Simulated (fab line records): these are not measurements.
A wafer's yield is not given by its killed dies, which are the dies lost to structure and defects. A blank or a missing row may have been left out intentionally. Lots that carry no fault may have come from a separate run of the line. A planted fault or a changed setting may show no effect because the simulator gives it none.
The tool behind it: which one? | flow nand-harc | Sampling: 12 lots, 35 wafers, 4 of 1302 route steps

WHAT THE GAUGES READ, wafer by wafer
The record holds no reading of a measuring or inspecting step that can be judged against a usual standard deviation.

WHAT TOOL EACH LOT RAN ON (gives the tool, then ch and the chambers of the sampled wafers, and finally the start)
lot  | NHARC_A_CONTACT_ETCH_106           | NHARC_A_CONTACT_STRIP_82                      | NHARC_A_CONTACT_DESCUM_13          | NHARC_A_CONTACT_ALD_18
L109 | rie-diel-07 ch 2,3, day 22 15:44   | rie-diel-07 ch 1,2, day 22 23:13 or earlier   | rie-diel-09 ch 1,2,3, day 22 23:13 | ald-metal-02 ch 1,2, day 23 03:30
L110 | rie-diel-09 ch 0,1,3, day 22 16:50 | rie-diel-09 ch 0,2,3, day 22 23:35 or earlier | rie-diel-09 ch 0,1,3, day 22 23:35 | ald-metal-04 ch 0,1,3, day 23 04:10
L112 | rie-diel-07 ch 0,2,3, day 23 19:54 | rie-diel-07 ch 1,2, day 24 00:26 or earlier   | rie-diel-09 ch 0,3, day 24 00:26   | ald-metal-02 ch 1,2,3, day 24 04:33
L113 | rie-diel-04 ch 1,2,3, day 24 19:52 | rie-diel-04 ch 0,1, day 24 23:04 or earlier   | rie-diel-07 ch 0,2,3, day 24 23:04 | ald-metal-04 ch 0,1,2, day 25 03:26
L116 | rie-diel-07 ch 2,3, day 25 09:48   | rie-diel-07 ch 0, day 25 13:07 or earlier     | rie-diel-04 ch 3, day 25 13:07     | ald-metal-04 ch 2,3, day 25 17:19
L122 | rie-diel-09 ch 0,2, day 28 09:52   | rie-diel-09 ch 0,1,3, day 28 14:06 or earlier | rie-diel-09 ch 0,1,2, day 28 14:06 | ald-metal-04 ch 0,2,3, day 28 18:19
L124 | rie-diel-09 ch 1,3, day 28 19:21   | rie-diel-09 ch 1,2,3, day 28 23:25 or earlier | rie-diel-04 ch 0,2, day 28 23:25   | ald-metal-01 ch 1,3, day 29 03:41
L125 | rie-diel-09 ch 1,2,3, day 28 20:23 | rie-diel-09 ch 1,2, day 29 05:22 or earlier   | rie-diel-04 ch 0,1,3, day 29 05:22 | ald-metal-04 ch 0,2, day 29 09:40
L126 | rie-diel-09 ch 1,3, day 29 21:27   | rie-diel-09 ch 0,2, day 30 01:30 or earlier   | rie-diel-09 ch 1,2,3, day 30 01:30 | ald-metal-01 ch 1,2, day 30 05:42
L127 | rie-diel-09 ch 0,1,3, day 30 04:13 | rie-diel-09 ch 0,1,2, day 30 07:31 or earlier | rie-diel-09 ch 1,2,3, day 30 07:31 | ald-metal-02 ch 0,1,3, day 30 12:12
L129 | rie-diel-09 ch 0,1, day 31 03:28   | rie-diel-09 ch 0,1,3, day 31 08:29 or earlier | rie-diel-09 ch 0,1,3, day 31 08:29 | ald-metal-04 ch 0,2, day 31 12:47
L130 | rie-diel-09 ch 0,1,2, day 31 22:38 | rie-diel-09 ch 1,2,3, day 32 06:05 or earlier | rie-diel-09 ch 2,3, day 32 06:05   | ald-metal-04 ch 0,1, day 32 10:13
- NHARC_A_CONTACT_ETCH_106: etches the open film in CF4/O2, target depth 90 nm, overetch 9 nm, time 49.5 s.
- NHARC_A_CONTACT_STRIP_82: strips in O2.
- NHARC_A_CONTACT_DESCUM_13: chemistry O2, time 3 s.
- NHARC_A_CONTACT_ALD_18: deposits TiN, target thk 3 nm, pulse time 1 s, ald cycles 150.

WHAT THE TOOLS THEMSELVES READ (means of the sampled wafers that have a number; where no wafer has one, the mark that the record gives instead)
NHARC_A_CONTACT_ETCH_106. Usual: drypump-motor-current-A 5.9 A, standard deviation 0.36; oes-product-au 0.999 a.u., standard deviation 0.0068; rf-vpp-V 198.0 V, standard deviation 1.5; showerhead-plenum-p-Torr 1.34 Torr, standard deviation 0.069; throttle-valve-pct 13.398 %, standard deviation 0.0086.
lot  | tool        | drypump-motor-current-A (A) | oes-product-au (a.u.) | rf-vpp-V (V) | showerhead-plenum-p-Torr (Torr) | throttle-valve-pct (%) | flag
L109 | rie-diel-07 | 5.4                         | 1.000                 | 196.8        | 1.28                            | 13.398                 |
L110 | rie-diel-09 | 5.9                         | 1.001                 | 196.5        | 1.30                            | 13.406                 |
L112 | rie-diel-07 | 5.4                         | 1.006                 | 197.7        | 1.34                            | 13.400                 |
L113 | rie-diel-04 | 5.9                         | 0.999                 | 198.2        | 1.36                            | 13.399                 |
L116 | rie-diel-07 | 5.5                         | 0.996                 | 197.0        | 1.29                            | 13.401                 |
L122 | rie-diel-09 | 6.4                         | 0.995                 | 197.2        | 1.29                            | 13.403                 |
L124 | rie-diel-09 | 5.6                         | 1.002                 | 197.8        | 1.34                            | 13.402                 |
L125 | rie-diel-09 | 5.9                         | 1.009                 | 198.1        | 1.33                            | 13.398                 |
L126 | rie-diel-09 | 5.6                         | 0.994                 | 199.1        | 1.42                            | 13.390                 |
L127 | rie-diel-09 | 5.9                         | 0.997                 | 199.0        | 1.37                            | 13.397                 |
L129 | rie-diel-09 | 6.1                         | 0.996                 | 197.5        | 1.31                            | 13.403                 |
L130 | rie-diel-09 | 6.1                         | 0.991                 | 197.6        | 1.33                            | 13.396                 |

NHARC_A_CONTACT_STRIP_82. Usual: drypump-motor-current-A 5.9 A, standard deviation 0.37; oes-product-au 0.998 a.u., standard deviation 0.0068; rf-vpp-V 57.7 V, standard deviation 0.84; showerhead-plenum-p-Torr 3.54 Torr, standard deviation 0.18; throttle-valve-pct 17.037 %, standard deviation 0.0091.
lot  | tool        | drypump-motor-current-A (A) | oes-product-au (a.u.) | rf-vpp-V (V) | showerhead-plenum-p-Torr (Torr) | throttle-valve-pct (%) | flag
L109 | rie-diel-07 | 5.6                         | 0.997                 | 58.0         | 3.39                            | 17.046                 |
L110 | rie-diel-09 | 6.1                         | 0.999                 | 57.5         | 3.40                            | 17.031                 |
L112 | rie-diel-07 | 5.6                         | 1.005                 | 56.8         | 3.39                            | 17.035                 |
L113 | rie-diel-04 | 5.7                         | 1.000                 | 57.9         | 3.78                            | 17.038                 |
L116 | rie-diel-07 | 5.5                         | 1.004                 | 58.1         | 3.79                            | 17.045                 |
L122 | rie-diel-09 | 5.9                         | 0.993                 | 56.9         | 3.43                            | 17.039                 |
L124 | rie-diel-09 | 5.9                         | 1.005                 | 57.3         | 3.50                            | 17.035                 |
L125 | rie-diel-09 | 6.1                         | 0.998                 | 58.1         | 3.60                            | 17.038                 |
L126 | rie-diel-09 | 6.4                         | 0.996                 | 58.0         | 3.41                            | 17.035                 |
L127 | rie-diel-09 | 6.1                         | 0.994                 | 57.8         | 3.53                            | 17.039                 |
L129 | rie-diel-09 | 5.9                         | 0.997                 | 57.7         | 3.61                            | 17.037                 |
L130 | rie-diel-09 | 5.9                         | 0.994                 | 58.0         | 3.68                            | 17.046                 |

NHARC_A_CONTACT_DESCUM_13. Usual: drypump-motor-current-A 5.9 A, standard deviation 0.36; oes-product-au 0.999 a.u., standard deviation 0.0063; rf-vpp-V 57.8 V, standard deviation 0.93; showerhead-plenum-p-Torr 1.92 Torr, standard deviation 0.1; throttle-valve-pct 11.312 %, standard deviation 0.0076.
lot  | tool        | drypump-motor-current-A (A) | oes-product-au (a.u.) | rf-vpp-V (V) | showerhead-plenum-p-Torr (Torr) | throttle-valve-pct (%) | flag
L109 | rie-diel-09 | 5.9                         | 1.012                 | 57.8         | 1.91                            | 11.314                 |
L110 | rie-diel-09 | 5.9                         | 1.003                 | 58.5         | 1.86                            | 11.312                 |
L112 | rie-diel-09 | 6.2                         | 0.996                 | 57.2         | 1.80                            | 11.312                 |
L113 | rie-diel-07 | 5.4                         | 0.995                 | 57.7         | 1.92                            | 11.310                 |
L116 | rie-diel-04 | 6.3                         | 0.996                 | 57.0         | 1.87                            | 11.303                 |
L122 | rie-diel-09 | 6.1                         | 1.004                 | 58.2         | 1.91                            | 11.313                 |
L124 | rie-diel-04 | 5.7                         | 1.001                 | 57.4         | 1.95                            | 11.310                 |
L125 | rie-diel-04 | 5.9                         | 0.997                 | 58.3         | 1.99                            | 11.313                 |
L126 | rie-diel-09 | 5.9                         | 0.994                 | 58.7         | 2.00                            | 11.311                 |
L127 | rie-diel-09 | 5.9                         | 1.004                 | 57.8         | 2.00                            | 11.305                 |
L129 | rie-diel-09 | 5.9                         | 0.996                 | 57.3         | 1.96                            | 11.312                 |
L130 | rie-diel-09 | 5.9                         | 0.994                 | 59.0         | 2.02                            | 11.314                 |

NHARC_A_CONTACT_ALD_18. Usual: heater-power-w 1102 W, standard deviation 110; precursor-pulse-height-rel 1.000, standard deviation 0.02.
lot  | tool         | heater-power-w (W) | precursor-pulse-height-rel | flag
L109 | ald-metal-02 | 1120               | 1.008                      |
L110 | ald-metal-04 | 1061               | 0.980                      |
L112 | ald-metal-02 | 1090               | 1.005                      |
L113 | ald-metal-04 | 1061               | 0.985                      |
L116 | ald-metal-04 | 1164               | 0.974                      |
L122 | ald-metal-04 | 1096               | 0.984                      |
L124 | ald-metal-01 | 1122               | 0.986                      |
L125 | ald-metal-04 | 1054               | 1.014                      |
L126 | ald-metal-01 | 1145               | 1.019                      |
L127 | ald-metal-02 | 1157               | 0.982                      |
L129 | ald-metal-04 | 1058               | 1.004                      |
L130 | ald-metal-04 | 1006               | 1.028                      |

THE ANSWER, worked out from the rows above alone
Rule: a lot counts as off when the mean over its wafers that have a number is more than 3 standard deviations away from the usual mean. Also off: a lot with no number at a reading for which 4 or more lots have one. Any other lot the step has rows for is counted as sound. First the gauges in route order, then the tools' own readings, where a lot's mean is used as printed above. At the first step where some lot is off, the reading lying furthest off is the one used; lots without a number count as furthest.
No lot is off at any reading shown: from this, nothing can be told.

WHAT THE SIMULATOR HAD INSERTED
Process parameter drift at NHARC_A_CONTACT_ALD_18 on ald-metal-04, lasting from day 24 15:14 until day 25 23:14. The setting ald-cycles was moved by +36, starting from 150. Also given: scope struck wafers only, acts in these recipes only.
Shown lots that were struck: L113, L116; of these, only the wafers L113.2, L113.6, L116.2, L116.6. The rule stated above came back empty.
